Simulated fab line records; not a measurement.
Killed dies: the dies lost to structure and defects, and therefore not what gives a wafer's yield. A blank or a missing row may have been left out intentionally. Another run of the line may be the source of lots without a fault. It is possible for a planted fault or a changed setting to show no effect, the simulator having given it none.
Which tool did it? :: flow nand harc :: 12 lots, 36 wafers sampled, at 6 steps of a route of 1159

== WHAT EACH GAUGE READ, for each wafer ==
NHARC_A_CHANNEL_HOLE_D1_CD_MEAS_30. Usual: cd nm 89.9 nm, standard deviation 1.3.
lot: L141
measured: day 8 10:10
on: cd sem-03
cd nm (nm): 89.5 90.3 89.9
flag: 

lot: L143
measured: day 9 04:14
on: cd sem-02
cd nm (nm): 90.7 87.6 88.4
flag: 

lot: L145
measured: day 9 16:54
on: cd sem-03
cd nm (nm): 90.3 89.0 91.3
flag: 

lot: L146
measured: day 9 23:05
on: cd sem-02
cd nm (nm): 90.0 89.4 90.8
flag: 

lot: L148
measured: day 10 17:30
on: cd sem-03
cd nm (nm): 88.3 89.4 88.6
flag: 

lot: L150
measured: day 11 11:10
on: cd sem-01
cd nm (nm): 88.9 88.3 89.1
flag: 

lot: L151
measured: day 11 17:14
on: cd sem-02
cd nm (nm): 89.8 91.3 89.2
flag: 

lot: L153
measured: day 12 02:42
on: cd sem-01
cd nm (nm): 90.2 89.8 90.4
flag: 

lot: L160
measured: day 13 12:59
on: cd sem-01
cd nm (nm): 90.2 88.4 89.0
flag: 

lot: L162
measured: day 13 23:45
on: cd sem-01
cd nm (nm): 88.4 89.2 89.3
flag: 

lot: L161
measured: day 14 03:46
on: cd sem-02
cd nm (nm): 91.7 88.2 90.5
flag: 

lot: L163
measured: day 14 11:15
on: cd sem-01
cd nm (nm): 90.2 90.4 87.6
flag: 

NHARC_A_CHANNEL_HOLE_D1_INSPECT_40. Usual: raw defect count 64, standard deviation 17.
lot: L141
measured: day 8 10:22
on: defect inspect-02
raw defect count: 54 52 56
flag: 

lot: L143
measured: day 9 04:25
on: defect inspect-01
raw defect count: 31 49 35
flag: 

lot: L145
measured: day 9 17:05
on: defect inspect-02
raw defect count: 68 35 35
flag: 

lot: L146
measured: day 9 23:16
on: defect inspect-02
raw defect count: 68 68 94
flag: 

lot: L148
measured: day 10 17:41
on: defect inspect-01
raw defect count: 56 55 55
flag: 

lot: L150
measured: day 11 11:22
on: defect inspect-02
raw defect count: 74 68 77
flag: 

lot: L151
measured: day 11 17:26
on: defect inspect-01
raw defect count: 67 63 49
flag: 

lot: L153
measured: day 12 02:53
on: defect inspect-02
raw defect count: 49 52 69
flag: 

lot: L160
measured: day 13 13:10
on: defect inspect-01
raw defect count: 82 75 1154
flag: OFF

lot: L162
measured: day 13 23:56
on: defect inspect-01
raw defect count: 67 54 57
flag: 

lot: L161
measured: day 14 03:58
on: defect inspect-01
raw defect count: 47 1160 57
flag: OFF

lot: L163
measured: day 14 11:26
on: defect inspect-01
raw defect count: 91 83 105
flag: 

NHARC_END_SORT_01. Usual: killed at array 25, standard deviation 9.7; killed at other 0.7, standard deviation 0.87; killed at periphery 3.3, standard deviation 2.3; killed dies 29, standard deviation 11; killed open 3.6, standard deviation 2.1; killed short 2.3, standard deviation 1.7.
lot: L141
measured: day 19 11:02
on: prober-02
killed at array: 29 25 28
killed at other: 1 2 1
killed at periphery: 3 5 4
killed dies: 33 32 33
killed open: 3 5 3
killed short: 2 4 5
flag: 

lot: L143
measured: day 19 11:49
on: prober-01
killed at array: 7 11 13
killed at other: 1 1 1
killed at periphery: 1 1 2
killed dies: 9 13 16
killed open: 2 5 3
killed short: 0 0 2
flag: 

lot: L145
measured: day 20 07:16
on: prober-02
killed at array: 6 12 6
killed at other: 0 0 0
killed at periphery: 3 2 4
killed dies: 9 14 10
killed open: 1 4 2
killed short: 1 2 1
flag: 

lot: L146
measured: day 20 05:38
on: prober-01
killed at array: 27 13 17
killed at other: 0 0 0
killed at periphery: 1 3 0
killed dies: 28 16 17
killed open: 8 3 1
killed short: 4 0 2
flag: 

lot: L148
measured: day 21 14:43
on: prober-01
killed at array: 28 22 21
killed at other: 0 0 0
killed at periphery: 7 7 5
killed dies: 35 29 26
killed open: 1 4 3
killed short: 5 1 5
flag: 

lot: L150
measured: day 21 16:22
on: prober-02
killed at array: 30 30 36
killed at other: 1 1 2
killed at periphery: 5 12 10
killed dies: 36 43 48
killed open: 1 5 3
killed short: 4 3 2
flag: 

lot: L151
measured: day 22 19:07
on: prober-02
killed at array: 19 23 22
killed at other: 0 0 0
killed at periphery: 3 4 4
killed dies: 22 27 26
killed open: 3 3 1
killed short: 2 2 4
flag: 

lot: L153
measured: day 22 10:25
on: prober-02
killed at array: 38 32 25
killed at other: 0 1 0
killed at periphery: 4 3 5
killed dies: 42 36 30
killed open: 6 6 4
killed short: 4 2 2
flag: 

lot: L160
measured: day 24 11:04
on: prober-02
killed at array: 43 45 137
killed at other: 0 3 2
killed at periphery: 7 1 1
killed dies: 50 49 140
killed open: 6 3 4
killed short: 4 2 4
flag: OFF

lot: L162
measured: day 25 06:34
on: prober-01
killed at array: 17 27 13
killed at other: 2 0 0
killed at periphery: 3 2 3
killed dies: 22 29 16
killed open: 5 3 0
killed short: 4 2 5
flag: 

lot: L161
measured: day 25 07:23
on: prober-02
killed at array: 39 138 44
killed at other: 0 0 1
killed at periphery: 0 0 3
killed dies: 39 138 48
killed open: 4 3 6
killed short: 1 3 0
flag: OFF

lot: L163
measured: day 25 15:08
on: prober-01
killed at array: 34 45 36
killed at other: 1 0 1
killed at periphery: 3 6 4
killed dies: 38 51 41
killed open: 1 2 3
killed short: 4 2 3
flag: 

== WHICH TOOL RAN EACH LOT (tool, then ch and the chambers of the sampled wafers, then the start) ==
lot: L141
NHARC_A_CHANNEL_HOLE_D1_ETCH_33: har etch-01 ch 0,1, day 8 08:36
NHARC_A_CHANNEL_HOLE_D1_ETCH_44: rie diel-07 ch 0,1,3, day 8 09:21
NHARC_A_CHANNEL_FILL_D1_ALD_16: ald hk-02 ch 0,1,2, day 9 00:46

lot: L143
NHARC_A_CHANNEL_HOLE_D1_ETCH_33: har etch-02 ch 0,1, day 9 02:44
NHARC_A_CHANNEL_HOLE_D1_ETCH_44: rie diel-07 ch 0,2, day 9 03:26
NHARC_A_CHANNEL_FILL_D1_ALD_16: ald hk-03 ch 0,2, day 9 18:12

lot: L145
NHARC_A_CHANNEL_HOLE_D1_ETCH_33: har etch-02 ch 0,1, day 9 15:25
NHARC_A_CHANNEL_HOLE_D1_ETCH_44: rie diel-08 ch 1,2, day 9 16:07
NHARC_A_CHANNEL_FILL_D1_ALD_16: ald hk-04 ch 1,2, day 10 05:32

lot: L146
NHARC_A_CHANNEL_HOLE_D1_ETCH_33: har etch-01 ch 0,1, day 9 21:34
NHARC_A_CHANNEL_HOLE_D1_ETCH_44: rie diel-04 ch 0,1,3, day 9 22:18
NHARC_A_CHANNEL_FILL_D1_ALD_16: ald hk-02 ch 0,1,3, day 10 11:33

lot: L148
NHARC_A_CHANNEL_HOLE_D1_ETCH_33: har etch-02 ch 0,1, day 10 15:58
NHARC_A_CHANNEL_HOLE_D1_ETCH_44: rie diel-04 ch 0,3, day 10 16:41
NHARC_A_CHANNEL_FILL_D1_ALD_16: ald hk-03 ch 0,1,3, day 11 05:20

lot: L150
NHARC_A_CHANNEL_HOLE_D1_ETCH_33: har etch-01 ch 0,1, day 11 09:41
NHARC_A_CHANNEL_HOLE_D1_ETCH_44: rie diel-07 ch 1,2, day 11 10:22
NHARC_A_CHANNEL_FILL_D1_ALD_16: ald hk-04 ch 0,1,3, day 11 23:50

lot: L151
NHARC_A_CHANNEL_HOLE_D1_ETCH_33: har etch-01 ch 1, day 11 15:43
NHARC_A_CHANNEL_HOLE_D1_ETCH_44: rie diel-04 ch 1,2,3, day 11 16:27
NHARC_A_CHANNEL_FILL_D1_ALD_16: ald hk-04 ch 0,2,3, day 12 06:02

lot: L153
NHARC_A_CHANNEL_HOLE_D1_ETCH_33: har etch-02 ch 0, day 12 01:10
NHARC_A_CHANNEL_HOLE_D1_ETCH_44: rie diel-04 ch 1,2,3, day 12 01:55
NHARC_A_CHANNEL_FILL_D1_ALD_16: ald hk-02 ch 1,2,3, day 12 15:01

lot: L160
NHARC_A_CHANNEL_HOLE_D1_ETCH_33: har etch-01 ch 0,1, day 13 11:28
NHARC_A_CHANNEL_HOLE_D1_ETCH_44: rie diel-07 ch 0,1,2, day 13 12:11
NHARC_A_CHANNEL_FILL_D1_ALD_16: ald hk-03 ch 0,2,3, day 14 01:35

lot: L162
NHARC_A_CHANNEL_HOLE_D1_ETCH_33: har etch-02 ch 0,1, day 13 22:02
NHARC_A_CHANNEL_HOLE_D1_ETCH_44: rie diel-04 ch 0,3, day 13 22:49
NHARC_A_CHANNEL_FILL_D1_ALD_16: ald hk-02 ch 0,1,3, day 14 14:26

lot: L161
NHARC_A_CHANNEL_HOLE_D1_ETCH_33: har etch-02 ch 0,1, day 14 02:12
NHARC_A_CHANNEL_HOLE_D1_ETCH_44: rie diel-07 ch 1,2,3, day 14 02:57
NHARC_A_CHANNEL_FILL_D1_ALD_16: ald hk-02 ch 0,1,2, day 14 16:24

lot: L163
NHARC_A_CHANNEL_HOLE_D1_ETCH_33: har etch-02 ch 0,1, day 14 09:42
NHARC_A_CHANNEL_HOLE_D1_ETCH_44: rie diel-08 ch 0,1,2, day 14 10:28
NHARC_A_CHANNEL_FILL_D1_ALD_16: ald hk-03 ch 0,1, day 15 04:07
- NHARC_A_CHANNEL_HOLE_D1_ETCH_33: etches the open film in C4F8/O2/Ar, time 90 s, target depth 400 nm.
- NHARC_A_CHANNEL_HOLE_D1_ETCH_44: etches the open film in CF4/O2, target depth 140 nm, overetch 14 nm, time 77 s.
- NHARC_A_CHANNEL_FILL_D1_ALD_16: deposits SiO2, target thk 1.5 nm, pulse time 10 s, ald cycles 15.

== WHAT THE TOOLS THEMSELVES READ (means of the sampled wafers that have a number; where no wafer has one, the mark that the record gives instead) ==
NHARC_A_CHANNEL_HOLE_D1_ETCH_33. Usual: drypump motor current A 5.7 A, standard deviation 0.41; rf fwd power W 1985 W, standard deviation 7; showerhead plenum p Torr 3.75 Torr, standard deviation 0.095; throttle valve pct 27.619 %, standard deviation 0.0088.
lot: L141
tool: har etch-01
drypump motor current A (A): 5.9
rf fwd power W (W): 1980
showerhead plenum p Torr (Torr): 3.70
throttle valve pct (%): 27.616
flag: 

lot: L143
tool: har etch-02
drypump motor current A (A): 5.4
rf fwd power W (W): 1982
showerhead plenum p Torr (Torr): 3.77
throttle valve pct (%): 27.616
flag: 

lot: L145
tool: har etch-02
drypump motor current A (A): 5.4
rf fwd power W (W): 1983
showerhead plenum p Torr (Torr): 3.77
throttle valve pct (%): 27.617
flag: 

lot: L146
tool: har etch-01
drypump motor current A (A): 5.9
rf fwd power W (W): 1988
showerhead plenum p Torr (Torr): 3.77
throttle valve pct (%): 27.620
flag: 

lot: L148
tool: har etch-02
drypump motor current A (A): 5.4
rf fwd power W (W): 1979
showerhead plenum p Torr (Torr): 3.76
throttle valve pct (%): 27.615
flag: 

lot: L150
tool: har etch-01
drypump motor current A (A): 5.9
rf fwd power W (W): 1991
showerhead plenum p Torr (Torr): 3.76
throttle valve pct (%): 27.617
flag: 

lot: L151
tool: har etch-01
drypump motor current A (A): 6.0
rf fwd power W (W): 1986
showerhead plenum p Torr (Torr): 3.85
throttle valve pct (%): 27.608
flag: 

lot: L153
tool: har etch-02
drypump motor current A (A): 5.1
rf fwd power W (W): 1974
showerhead plenum p Torr (Torr): 3.73
throttle valve pct (%): 27.614
flag: 

lot: L160
tool: har etch-01
drypump motor current A (A): 5.9
rf fwd power W (W): 1989
showerhead plenum p Torr (Torr): 3.75
throttle valve pct (%): 27.621
flag: 

lot: L162
tool: har etch-02
drypump motor current A (A): 5.4
rf fwd power W (W): 1980
showerhead plenum p Torr (Torr): 3.74
throttle valve pct (%): 27.620
flag: 

lot: L161
tool: har etch-02
drypump motor current A (A): 5.8
rf fwd power W (W): 1981
showerhead plenum p Torr (Torr): 3.76
throttle valve pct (%): 27.614
flag: 

lot: L163
tool: har etch-02
drypump motor current A (A): 5.4
rf fwd power W (W): 1986
showerhead plenum p Torr (Torr): 3.73
throttle valve pct (%): 27.625
flag: 

NHARC_A_CHANNEL_HOLE_D1_ETCH_44. Usual: drypump motor current A 5.8 A, standard deviation 0.32; oes_f_703_au 0.999 a.u., standard deviation 0.0043; oes product au 1.002 a.u., standard deviation 0.011; rf fwd power W 297.5 W, standard deviation 1.1; rf vpp V 197.8 V, standard deviation 1.4; showerhead plenum p Torr 1.34 Torr, standard deviation 0.057; throttle valve pct 13.397 %, standard deviation 0.0092.
lot: L141
tool: rie diel-07
drypump motor current A (A): 5.5
oes_f_703_au (a.u.): 1.000
oes product au (a.u.): 0.998
rf fwd power W (W): 297.5
rf vpp V (V): 197.4
showerhead plenum p Torr (Torr): 1.37
throttle valve pct (%): 13.388
flag: 

lot: L143
tool: rie diel-07
drypump motor current A (A): 5.4
oes_f_703_au (a.u.): 0.999
oes product au (a.u.): 0.990
rf fwd power W (W): 296.4
rf vpp V (V): 198.0
showerhead plenum p Torr (Torr): 1.34
throttle valve pct (%): 13.392
flag: 

lot: L145
tool: rie diel-08
drypump motor current A (A): 5.7
oes_f_703_au (a.u.): 0.996
oes product au (a.u.): 1.001
rf fwd power W (W): 296.9
rf vpp V (V): 198.9
showerhead plenum p Torr (Torr): 1.39
throttle valve pct (%): 13.393
flag: 

lot: L146
tool: rie diel-04
drypump motor current A (A): 6.2
oes_f_703_au (a.u.): 1.000
oes product au (a.u.): 1.005
rf fwd power W (W): 297.6
rf vpp V (V): 198.0
showerhead plenum p Torr (Torr): 1.37
throttle valve pct (%): 13.398
flag: 

lot: L148
tool: rie diel-04
drypump motor current A (A): 6.2
oes_f_703_au (a.u.): 0.998
oes product au (a.u.): 0.995
rf fwd power W (W): 298.6
rf vpp V (V): 198.4
showerhead plenum p Torr (Torr): 1.37
throttle valve pct (%): 13.395
flag: 

lot: L150
tool: rie diel-07
drypump motor current A (A): 5.8
oes_f_703_au (a.u.): 0.997
oes product au (a.u.): 0.991
rf fwd power W (W): 297.5
rf vpp V (V): 198.0
showerhead plenum p Torr (Torr): 1.36
throttle valve pct (%): 13.390
flag: 

lot: L151
tool: rie diel-04
drypump motor current A (A): 6.3
oes_f_703_au (a.u.): 0.999
oes product au (a.u.): 1.011
rf fwd power W (W): 297.4
rf vpp V (V): 198.0
showerhead plenum p Torr (Torr): 1.36
throttle valve pct (%): 13.406
flag: 

lot: L153
tool: rie diel-04
drypump motor current A (A): 6.3
oes_f_703_au (a.u.): 1.005
oes product au (a.u.): 1.008
rf fwd power W (W): 297.7
rf vpp V (V): 198.3
showerhead plenum p Torr (Torr): 1.36
throttle valve pct (%): 13.407
flag: 

lot: L160
tool: rie diel-07
drypump motor current A (A): 5.6
oes_f_703_au (a.u.): 0.997
oes product au (a.u.): 0.999
rf fwd power W (W): 297.5
rf vpp V (V): 197.9
showerhead plenum p Torr (Torr): 1.35
throttle valve pct (%): 13.410
flag: 

lot: L162
tool: rie diel-04
drypump motor current A (A): 6.1
oes_f_703_au (a.u.): 1.001
oes product au (a.u.): 1.009
rf fwd power W (W): 297.2
rf vpp V (V): 198.0
showerhead plenum p Torr (Torr): 1.36
throttle valve pct (%): 13.394
flag: 

lot: L161
tool: rie diel-07
drypump motor current A (A): 5.7
oes_f_703_au (a.u.): 0.999
oes product au (a.u.): 0.996
rf fwd power W (W): 296.9
rf vpp V (V): 197.9
showerhead plenum p Torr (Torr): 1.32
throttle valve pct (%): 13.401
flag: 

lot: L163
tool: rie diel-08
drypump motor current A (A): 5.8
oes_f_703_au (a.u.): 1.001
oes product au (a.u.): 1.001
rf fwd power W (W): 297.7
rf vpp V (V): 196.8
showerhead plenum p Torr (Torr): 1.35
throttle valve pct (%): 13.398
flag: 

NHARC_A_CHANNEL_FILL_D1_ALD_16. Usual: heater power w 477 W, standard deviation 42; precursor pulse height rel 1.001, standard deviation 0.02.
lot: L141
tool: ald hk-02
heater power w (W): 467
precursor pulse height rel: 1.004
flag: 

lot: L143
tool: ald hk-03
heater power w (W): 509
precursor pulse height rel: 1.006
flag: 

lot: L145
tool: ald hk-04
heater power w (W): 422
precursor pulse height rel: 1.026
flag: 

lot: L146
tool: ald hk-02
heater power w (W): 478
precursor pulse height rel: 1.000
flag: 

lot: L148
tool: ald hk-03
heater power w (W): 498
precursor pulse height rel: 1.026
flag: 

lot: L150
tool: ald hk-04
heater power w (W): 459
precursor pulse height rel: 1.006
flag: 

lot: L151
tool: ald hk-04
heater power w (W): 470
precursor pulse height rel: 0.992
flag: 

lot: L153
tool: ald hk-02
heater power w (W): 478
precursor pulse height rel: 1.011
flag: 

lot: L160
tool: ald hk-03
heater power w (W): 501
precursor pulse height rel: 1.005
flag: 

lot: L162
tool: ald hk-02
heater power w (W): 470
precursor pulse height rel: 0.995
flag: 

lot: L161
tool: ald hk-02
heater power w (W): 465
precursor pulse height rel: 0.995
flag: 

lot: L163
tool: ald hk-03
heater power w (W): 476
precursor pulse height rel: 1.014
flag: 

== THE ANSWER, worked out from the rows above alone ==
Rule: a lot is off if the mean of its wafers that have a number lies more than 3 standard deviations from the usual mean. A lot without any number at a reading at which 4 lots or more have one is off too. The other lots that the step has rows for count as sound. The gauges are gone through in route order, then the tools' own readings, and for those a lot's mean is taken as printed above. At the first step where some lot is off, the reading lying furthest off is the one used; lots without a number count as furthest.
Off: L160, L161, at NHARC_A_CHANNEL_HOLE_D1_INSPECT_40 (raw defect count).
If a tool, at a process step before that reading, ran all the lots that are off and no sound lot after the first of them, it fits. The gauges at NHARC_A_CHANNEL_HOLE_D1_INSPECT_40 aren't tried: what is off there is off at NHARC_END_SORT_01 too, on other tools, and a gauge's error can't cause that. One fits: rie diel-07 at NHARC_A_CHANNEL_HOLE_D1_ETCH_44. A fault onset in the window from L150 (day 11 10:22, its last sound lot) to L160 (day 13 12:11, its first lot off) fits.

== WHAT THE SIMULATOR PUT IN ==
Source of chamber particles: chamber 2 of rie diel-07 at NHARC_A_CHANNEL_HOLE_D1_ETCH_44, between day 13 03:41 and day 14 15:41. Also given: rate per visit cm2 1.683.
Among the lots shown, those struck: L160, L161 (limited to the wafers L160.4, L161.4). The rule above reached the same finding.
